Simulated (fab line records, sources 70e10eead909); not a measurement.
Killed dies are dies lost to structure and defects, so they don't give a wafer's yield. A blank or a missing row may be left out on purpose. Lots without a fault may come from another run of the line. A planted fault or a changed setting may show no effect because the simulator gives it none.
fab line records | flow nand_harc
record lots=7 wafers=15 last_day=24
route steps=1159 shown P_BONDPAD@357 END@1159
lots that met no fault: from a run of the same line without faults
start_h: hours from the record's first day to the start of the lot's first wafer shown | wait_h: hours since the lot's step before | " the same as in the row above | L1.1+2: a row that stands for several wafers | - no value, or no start given | * or withheld: withheld | < > ~ a bound
route shown NAME@n: a module of which the file shows steps, and the number in the route of the first | usual: mean/standard deviation of fault-free wafers | same: alike in all rows | chamber/n: place in a boat | sites: the reading at each site | _std_site: their standard deviation | _edge_site: outer sites' mean less inner sites' | radius_mm: how far each site lies from the wafer's centre | mask NAME#n: copy n | behind: the tool/chamber that last shaped the wafer | hold: why the lot was held/for how many hours/how that ended | device: the transistor (n, p or np) that didn't switch | end of line: the same wafers' tests at the end of the route | a step without rows: its recipe alone | killed: dies lost to structure and defects at the first sort, not the wafer's yield | map: a wafer's dies, x killed, . not, _ none there
set.NAME: the setting as run; set.NAME@STEP: as run at that earlier step | model.NAME: the simulator's own value behind a step, which no gauge read
lots at some steps of the route; a table a step, a row a wafer
services: from which hour (start_h, from the record's first day; less than 0 if before it) a tool's chamber was out of use, for how many hours, and why
## steps
# step NHARC_P_BONDPAD_COAT_36
# recipe temp_c=200 time_s=65
# step NHARC_P_BONDPAD_COAT_03
# recipe spin_rpm=2000 resist_thk_nm=600
# step NHARC_P_BONDPAD_SOFTBAKE_04
# recipe temp_c=125 time_s=70
# step NHARC_P_BONDPAD_EBR_05
# step NHARC_P_BONDPAD_EXPOSE_06
# recipe na=0.55 dose_mj=37.06 mask_id=P_BPAD
# step NHARC_P_BONDPAD_PEB_07
# recipe peb_temp_c=128 peb_time_s=80
# step NHARC_P_BONDPAD_DEVELOP_08
# recipe time_s=50 dev_temp_c=22
# step NHARC_P_BONDPAD_CD_MEAS_09
# recipe target_cd_nm=500 landing_energy_ev=500
# usual cd_nm=501.9/2.8
# columns lot.wafer tool chamber start_h wait_h cd_nm
L150.1 cd_sem-01 0 143.46 - 500.1
L150.3 " 0 " " 502.2
L150.5 " 0 " " 501.8
L153.1 cd_sem-02 0 153.56 - 500.7
L153.5 " 0 " " 502.2
L153.6 " 0 " " 506.2
L155.6 cd_sem-03 0 168.89 - 502.7
L156.3 cd_sem-01 0 179.42 - 504.1
L157.4 cd_sem-01 0 194.55 - 507.3
L160.2 cd_sem-02 0 216.46 - 507.0
L160.4 " 0 " " 500.5
L160.5 " 0 " " 504.8
L169.2 cd_sem-01 0 246.67 - 505.6
L169.5 " 0 " " 504.4
L169.6 " 0 " " 499.8
# step NHARC_P_BONDPAD_OVL_MEAS_38
# usual overlay_x_nm=-1/6.3 overlay_y_nm=0/5.7
# columns lot.wafer tool chamber start_h wait_h overlay_x_nm overlay_y_nm
L150.1 overlay-01 - 143.55 - -1 1
L150.3 " - " " -1 1
L150.5 " - " " -1 1
L153.1 overlay-02 - 153.65 - 4 6
L153.5 " - " " 4 6
L153.6 " - " " 4 7
L155.6 overlay-02 - 168.97 - -11 -6
L156.3 overlay-01 - 179.50 - -4 -5
L157.4 overlay-02 - 194.63 - 0 2
L160.2 overlay-02 - 216.54 - 3 11
L160.4 " - " " 2 11
L160.5 " - " " 2 11
L169.2 overlay-01 - 246.75 - 5 1
L169.5 " - " " 4 1
L169.6 " - " " 5 1
# step NHARC_P_BONDPAD_HARDBAKE_10
# recipe temp_c=118 time_s=65
# step NHARC_P_BONDPAD_DESCUM_11
# recipe time_s=3 o2_flow_sccm=200 ar_flow_sccm=0 bias_power_w=0 chemistry=O2
# usual drypump_motor_current_A=5.7/0.41 oes_product_au=1.001/0.018 rf_vpp_V=57.6/0.92 showerhead_plenum_p_Torr=1.88/0.079 throttle_valve_pct=11.311/0.0097
# columns lot.wafer tool chamber start_h wait_h drypump_motor_current_A oes_product_au rf_hours_counter_h rf_vpp_V showerhead_plenum_p_Torr throttle_valve_pct
L150.3 rie_diel-03 0 143.67 - 6.1 1.012 10 57.3 1.85 11.315
L150.1 " 3 " " 4.9 0.961 9 57.8 1.93 11.299
L150.5 " 1 " " 5.7 1.033 - 56.5 1.79 11.306
L153.1 rie_diel-03 3 153.80 - 4.9 0.968 10 57.8 1.93 11.305
L153.5 " 0 " " 6.1 1.021 - 58.7 1.85 11.308
L153.6 " 1 " " 5.7 1.030 - 58.2 1.79 11.293
L155.6 rie_diel-03 0 169.12 - 6.2 1.004 - 58.0 1.85 11.324
L156.3 rie_diel-03 3 179.63 - 4.9 0.966 12 56.6 1.92 11.310
L157.4 rie_diel-03 2 194.78 - 5.8 1.005 12 58.8 1.83 11.322
L160.2 rie_diel-01 0 216.73 - 5.2 1.004 30 57.9 2.00 11.307
L160.4 " 1 " " 5.7 0.978 28 58.2 1.98 11.307
L160.5 " 3 " " 5.6 0.979 - 57.6 1.99 11.305
L169.2 rie_diel-01 3 246.90 - 5.6 0.984 41 58.5 1.99 11.310
L169.6 " 2 " " 6.2 0.999 - 56.8 1.78 11.330
L169.5 " 3 " " 5.7 0.987 - 57.3 1.99 11.317
# step NHARC_P_BONDPAD_ETCH_37
# recipe target_depth_a=600 overetch_a=180 time_s=65.91 ion_energy_ev=200 n2_flow_sccm=150 h2_flow_sccm=150 ar_flow_sccm=0 rf_w=400 bias_w=150 chemistry=N2/H2
# usual drypump_motor_current_A=5.7/0.43 n2_flow_sccm=150.1/0.42 oes_product_au=1.000/0.018 rf_fwd_power_W=395.7/1.9 rf_vpp_V=429.5/2.5 showerhead_plenum_p_Torr=2.01/0.088 throttle_valve_pct=14.172/0.0092
# columns lot.wafer tool chamber start_h wait_h drypump_motor_current_A n2_flow_sccm oes_product_au rf_fwd_power_W rf_hours_counter_h rf_vpp_V showerhead_plenum_p_Torr throttle_valve_pct
L150.1 rie_diel-03 3 143.77 0.1 4.9 149.7 0.958 394.1 9 430.0 2.05 14.182
L150.3 " 0 " " 6.1 150.4 0.998 394.1 10 429.1 1.98 14.162
L150.5 " 1 " " 5.7 150.2 1.021 394.4 - 426.6 1.91 14.181
L153.1 rie_diel-03 3 153.87 0.1 5.0 150.6 0.973 395.2 10 431.4 2.05 14.165
L153.5 " 2 " " 5.8 149.4 1.005 397.8 - 428.0 1.95 14.172
L153.6 " 3 " " 4.9 150.2 0.977 393.5 - 430.5 2.05 14.161
L155.6 rie_diel-03 0 169.20 0.1 6.1 149.7 1.023 395.1 - 427.8 1.97 14.194
L156.3 rie_diel-03 2 179.71 0.1 5.9 150.1 1.009 398.4 11 427.4 1.95 14.190
L157.4 rie_diel-03 1 194.86 0.1 5.7 150.5 1.018 395.2 13 426.9 1.91 14.172
L160.2 rie_diel-01 0 216.89 0.1 5.2 149.9 1.001 397.7 30 432.5 2.14 14.176
L160.4 " 1 " " 5.7 150.7 0.989 395.6 28 432.6 2.11 14.168
L160.5 " 3 " " 5.7 150.5 0.978 398.2 - 432.7 2.13 14.165
L169.2 rie_diel-01 2 247.06 0.1 6.2 150.5 0.991 397.9 39 426.4 1.90 14.178
L169.6 " 2 " " 6.3 151.5 0.992 396.4 - 428.3 1.90 14.185
L169.5 " 0 " " 5.2 150.2 0.999 395.6 - 432.7 2.13 14.175
# step NHARC_P_BONDPAD_ETCH_12
# recipe target_depth_a=2000 time_s=100 chf3_flow_sccm=50 o2_flow_sccm=10 ar_flow_sccm=200 rf_w=500 bias_w=200 chemistry=CHF3/O2
# usual drypump_motor_current_A=5.7/0.43 oes_product_au=0.945/0.024 rf_fwd_power_W=496.2/2 rf_vpp_V=369.8/2.3 showerhead_plenum_p_Torr=2.36/0.095 throttle_valve_pct=20.573/0.0087
# columns lot.wafer tool chamber start_h wait_h drypump_motor_current_A oes_product_au rf_fwd_power_W rf_hours_counter_h rf_vpp_V showerhead_plenum_p_Torr throttle_valve_pct
L150.1 rie_diel-03 0 143.85 - 6.1 0.980 495.3 10 369.9 2.33 20.584
L150.3 " 3 " " 4.9 0.947 493.1 9 371.1 2.42 20.579
L150.5 " 0 " " 6.1 0.978 495.8 - 369.3 2.33 20.564
L153.1 rie_diel-03 0 153.96 - 6.1 0.929 495.2 10 369.6 2.33 20.577
L153.5 " 3 " " 4.9 0.891 494.2 - 369.7 2.42 20.561
L153.6 " 0 " " 6.2 0.930 495.7 - 368.9 2.33 20.561
L155.6 rie_diel-03 0 169.30 - 6.1 0.715 292.9 - 368.2 2.33 20.563
L156.3 rie_diel-03 0 179.82 - 6.1 0.713 295.7 12 368.4 2.33 20.562
L157.4 rie_diel-03 0 194.93 - 6.1 0.710 295.2 14 368.7 2.33 20.551
L160.2 rie_diel-01 0 217.03 - 5.2 0.947 499.0 30 372.3 2.51 20.576
L160.4 " 3 " " 5.6 0.913 499.9 30 372.9 2.50 20.580
L160.5 " 0 " " 5.2 0.942 499.3 - 373.3 2.51 20.573
L169.2 rie_diel-01 2 247.22 - 6.2 0.951 496.2 39 367.8 2.25 20.578
L169.6 " 0 " " 5.2 0.950 499.4 - 374.5 2.50 20.581
L169.5 " 2 " " 6.3 0.934 496.2 - 366.9 2.25 20.567
# step NHARC_P_BONDPAD_CD_MEAS_13
# usual cd_nm=501.0/2.9
# columns lot.wafer tool chamber start_h wait_h cd_nm
L150.1 cd_sem-01 - 143.99 - 498.5
L150.3 " - " " 502.8
L150.5 " - " " 499.5
L153.1 cd_sem-03 - 154.09 - 500.2
L153.5 " - " " 501.1
L153.6 " - " " 503.3
L155.6 cd_sem-02 - 169.41 - 499.2
L156.3 cd_sem-02 - 179.94 - 499.8
L157.4 cd_sem-01 - 195.08 - 503.4
L160.2 cd_sem-03 - 217.17 - 506.2
L160.4 " - " " 501.1
L160.5 " - " " 504.5
L169.2 cd_sem-02 - 247.37 - 505.1
L169.5 " - " " 504.8
L169.6 " - " " 500.0
# step NHARC_END_SORT_01
# recipe temp_c=25
# usual killed_at_array=30/10 killed_at_other=0.5/0.82 killed_at_periphery=2.9/2 killed_dies=34/11 killed_open=3.2/1.8 killed_short=2.0/1.4
# same gross_dies=677
# columns lot.wafer tool chamber start_h wait_h killed_at_array killed_at_other killed_at_periphery killed_dies killed_open killed_short
L150.1 prober-02 0 466.05 2.5 17 1 1 19 5 0
L150.3 prober-02 0 467.63 3.1 10 0 1 11 1 1
L150.5 prober-02 0 469.21 3.7 8 0 0 8 1 3
L155.6 prober-02 0 485.94 4.0 28 0 649 677 5 1
L156.3 prober-02 0 504.18 3.1 29 1 647 677 3 0
L157.4 prober-02 0 518.39 3.4 30 0 647 677 3 0
L169.2 prober-02 0 576.11 2.8 47 2 4 53 3 2
L169.5 prober-02 0 578.54 3.7 51 0 5 56 5 2
L169.6 prober-02 0 579.35 4.0 49 0 1 50 1 2
# killed by level:class
L150.1 A_CHANNEL_HOLE_D1:chamber_film_flake=5 A_ZERO_WELL:chamber_film_flake=3 A_STAIRCASE:chamber_film_flake=3 P_M1:geometric_particle:open=1 A_CHANNEL_HOLE_D1:geometric_particle:open=1 A_SGD_CUT:geometric_particle:open=1 A_CONTACT:geometric_particle:open=1 STARTING-WAFER:geometric_particle:open=1
L150.3 A_CHANNEL_HOLE_D1:chamber_film_flake=5 A_ZERO_WELL:chamber_film_flake=2 P_CONTACT:geometric_particle:short=1 A_ONON_D1:geometric_particle:open=1 A_STAIRCASE:chamber_film_flake=1 A_WL_FILL:chamber_film_flake=1
L150.5 A_WL_FILL:geometric_particle:short=2 A_CONTACT:chamber_film_flake=2 A_CONTACT:geometric_particle:short=1 A_BLC:geometric_particle:open=1 A_STAIRCASE:chamber_film_flake=1 A_WL_FILL:chamber_film_flake=1
L155.6 P_BONDPAD:area_etch=581 P_GATE:unspecified=61 A_SLIT:chamber_film_flake=12 A_CHANNEL_HOLE_D1:chamber_film_flake=8 P_CONTACT:chamber_film_flake=3 A_STAIRCASE:chamber_film_flake=3 P_M1:geometric_particle:open=2 A_CONTACT:chamber_film_flake=2
L156.3 P_BONDPAD:area_etch=585 P_GATE:unspecified=62 A_SLIT:chamber_film_flake=10 A_CHANNEL_HOLE_D1:chamber_film_flake=9 A_CONTACT:chamber_film_flake=6 A_CONTACT:geometric_particle:open=1 A_M0:geometric_particle:open=1 STARTING-WAFER:geometric_particle:open=1
L157.4 P_BONDPAD:area_etch=603 P_GATE:unspecified=41 A_SLIT:chamber_film_flake=14 A_CHANNEL_HOLE_D1:chamber_film_flake=10 P_STI:chamber_film_flake=2 A_STAIRCASE:chamber_film_flake=2 A_CONTACT:chamber_film_flake=2 P_GATE:geometric_particle:open=1
L169.2 A_CHANNEL_HOLE_D1:chamber_film_flake=18 A_SLIT:chamber_film_flake=14 A_CONTACT:chamber_film_flake=4 A_STAIRCASE:chamber_film_flake=3 A_WL_FILL:chamber_film_flake=3 A_M1:chamber_film_flake=2 P_STI:geometric_particle:short=1 P_GATE:geometric_particle:open=1
L169.5 A_CHANNEL_HOLE_D1:chamber_film_flake=19 A_SLIT:chamber_film_flake=17 A_STAIRCASE:chamber_film_flake=5 A_CONTACT:chamber_film_flake=4 P_M1:geometric_particle:open=2 P_M0:geometric_particle:short=1 A_ONON_D1:geometric_particle:open=1 A_CHANNEL_HOLE_D1:geometric_particle:open=1
L169.6 A_CHANNEL_HOLE_D1:chamber_film_flake=18 A_SLIT:chamber_film_flake=14 A_WL_FILL:chamber_film_flake=4 A_CONTACT:chamber_film_flake=4 A_STAIRCASE:chamber_film_flake=2 A_M0:chamber_film_flake=2 A_M1:chamber_film_flake=2 A_CONTACT:geometric_particle:short=1
# map L155.6 (x killed, . not)
____________x____________
_________xxxxxxx_________
_______xxxxxxxxxxx_______
______xxxxxxxxxxxxx______
_____xxxxxxxxxxxxxxx_____
____xxxxxxxxxxxxxxxxx____
____xxxxxxxxxxxxxxxxx____
___xxxxxxxxxxxxxxxxxxx___
___xxxxxxxxxxxxxxxxxxx___
__xxxxxxxxxxxxxxxxxxxxx__
__xxxxxxxxxxxxxxxxxxxxx__
_xxxxxxxxxxxxxxxxxxxxxxx_
_xxxxxxxxxxxxxxxxxxxxxxx_
_xxxxxxxxxxxxxxxxxxxxxxx_
_xxxxxxxxxxxxxxxxxxxxxxx_
_xxxxxxxxxxxxxxxxxxxxxxx_
xxxxxxxxxxxxxxxxxxxxxxxxx
xxxxxxxxxxxxxxxxxxxxxxxxx
xxxxxxxxxxxxxxxxxxxxxxxxx
xxxxxxxxxxxxxxxxxxxxxxxxx
xxxxxxxxxxxxxxxxxxxxxxxxx
_xxxxxxxxxxxxxxxxxxxxxxx_
_xxxxxxxxxxxxxxxxxxxxxxx_
_xxxxxxxxxxxxxxxxxxxxxxx_
_xxxxxxxxxxxxxxxxxxxxxxx_
_xxxxxxxxxxxxxxxxxxxxxxx_
__xxxxxxxxxxxxxxxxxxxxx__
__xxxxxxxxxxxxxxxxxxxxx__
___xxxxxxxxxxxxxxxxxxx___
___xxxxxxxxxxxxxxxxxxx___
____xxxxxxxxxxxxxxxxx____
____xxxxxxxxxxxxxxxxx____
_____xxxxxxxxxxxxxxx_____
______xxxxxxxxxxxxx______
_______xxxxxxxxxxx_______
_________xxxxxxx_________
____________x____________
# map L156.3 (x killed, . not)
____________x____________
_________xxxxxxx_________
_______xxxxxxxxxxx_______
______xxxxxxxxxxxxx______
_____xxxxxxxxxxxxxxx_____
____xxxxxxxxxxxxxxxxx____
____xxxxxxxxxxxxxxxxx____
___xxxxxxxxxxxxxxxxxxx___
___xxxxxxxxxxxxxxxxxxx___
__xxxxxxxxxxxxxxxxxxxxx__
__xxxxxxxxxxxxxxxxxxxxx__
_xxxxxxxxxxxxxxxxxxxxxxx_
_xxxxxxxxxxxxxxxxxxxxxxx_
_xxxxxxxxxxxxxxxxxxxxxxx_
_xxxxxxxxxxxxxxxxxxxxxxx_
_xxxxxxxxxxxxxxxxxxxxxxx_
xxxxxxxxxxxxxxxxxxxxxxxxx
xxxxxxxxxxxxxxxxxxxxxxxxx
xxxxxxxxxxxxxxxxxxxxxxxxx
xxxxxxxxxxxxxxxxxxxxxxxxx
xxxxxxxxxxxxxxxxxxxxxxxxx
_xxxxxxxxxxxxxxxxxxxxxxx_
_xxxxxxxxxxxxxxxxxxxxxxx_
_xxxxxxxxxxxxxxxxxxxxxxx_
_xxxxxxxxxxxxxxxxxxxxxxx_
_xxxxxxxxxxxxxxxxxxxxxxx_
__xxxxxxxxxxxxxxxxxxxxx__
__xxxxxxxxxxxxxxxxxxxxx__
___xxxxxxxxxxxxxxxxxxx___
___xxxxxxxxxxxxxxxxxxx___
____xxxxxxxxxxxxxxxxx____
____xxxxxxxxxxxxxxxxx____
_____xxxxxxxxxxxxxxx_____
______xxxxxxxxxxxxx______
_______xxxxxxxxxxx_______
_________xxxxxxx_________
____________x____________
## services
# columns tool chamber start_h hours kind
rie_diel-03 0 120.97 - clean
rie_diel-03 1 120.97 - clean
rie_diel-03 2 120.97 - clean
rie_diel-03 3 120.97 - clean
rie_diel-01 - 137.80 9.0 pm
rie_diel-03 0 145.47 - clean
rie_diel-03 1 145.47 - clean
rie_diel-03 2 145.47 - clean
rie_diel-03 3 145.47 - clean
rie_diel-03 0 169.97 - clean
rie_diel-03 1 169.97 - clean
rie_diel-03 2 169.97 - clean
rie_diel-03 3 169.97 - clean
rie_diel-03 2 190.01 1.2 repair
rie_diel-03 0 194.51 - clean
rie_diel-03 1 194.51 - clean
rie_diel-03 2 194.51 - clean
rie_diel-03 3 194.51 - clean
rie_diel-03 - 215.30 9.0 pm
rie_diel-03 0 215.30 9.0 vent_cycle
rie_diel-03 1 215.30 9.0 vent_cycle
rie_diel-03 2 215.30 9.0 vent_cycle
rie_diel-01 - 217.76 0.4 repair
rie_diel-01 1 242.19 13.4 repair
## key
first_sign step=NHARC_P_BONDPAD_ETCH_12 reading=rf_fwd_power_W direction=down sigmas=99+ usual=* struck=*
effect step=NHARC_P_BONDPAD_ETCH_12 reading=oes_product_au direction=down sigmas=9.7 usual=0.945 struck=0.713
effect step=NHARC_END_SORT_01 reading=killed_at_periphery direction=up sigmas=99+ usual=2.9 struck=647.7
more_kills_born_at NHARC_P_BONDPAD_ETCH_12@rie_diel-03=1769
met_at NHARC_P_BONDPAD_ETCH_12
struck_wafers L155.6,L156.3,L157.4
later_rows_left_out L155.6,L156.3,L157.4
tester_left_out L155,L156,L157
onset_between 153.96 169.30
earlier_fault kind=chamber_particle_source tool=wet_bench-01 chamber=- onset_h=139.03 steps=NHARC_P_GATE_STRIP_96 rate_per_visit_cm2=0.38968
earlier_fault kind=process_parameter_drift tool=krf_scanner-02 chamber=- onset_h=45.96 steps=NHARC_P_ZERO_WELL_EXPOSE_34 channel=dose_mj offset=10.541 shape=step acts_in=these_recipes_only stated=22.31
fault kind=process_parameter_drift tool=rie_diel-03 chamber=0 onset_h=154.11 steps=NHARC_P_BONDPAD_ETCH_12 channel=rf_w offset=* shape=step acts_in=* stated=*
# tester_left_out: of these lots the tester's yield and bins aren't shown, on N5 and GAA mostly nor the transistor test; their killed dies are dies lost to structure and defects alone, not to doping, threshold or leakage, so they don't give the yield
# later_rows_left_out: the simulator's readings of these wafers behind a module that went badly wrong aren't trusted and aren't shown, but for the sort
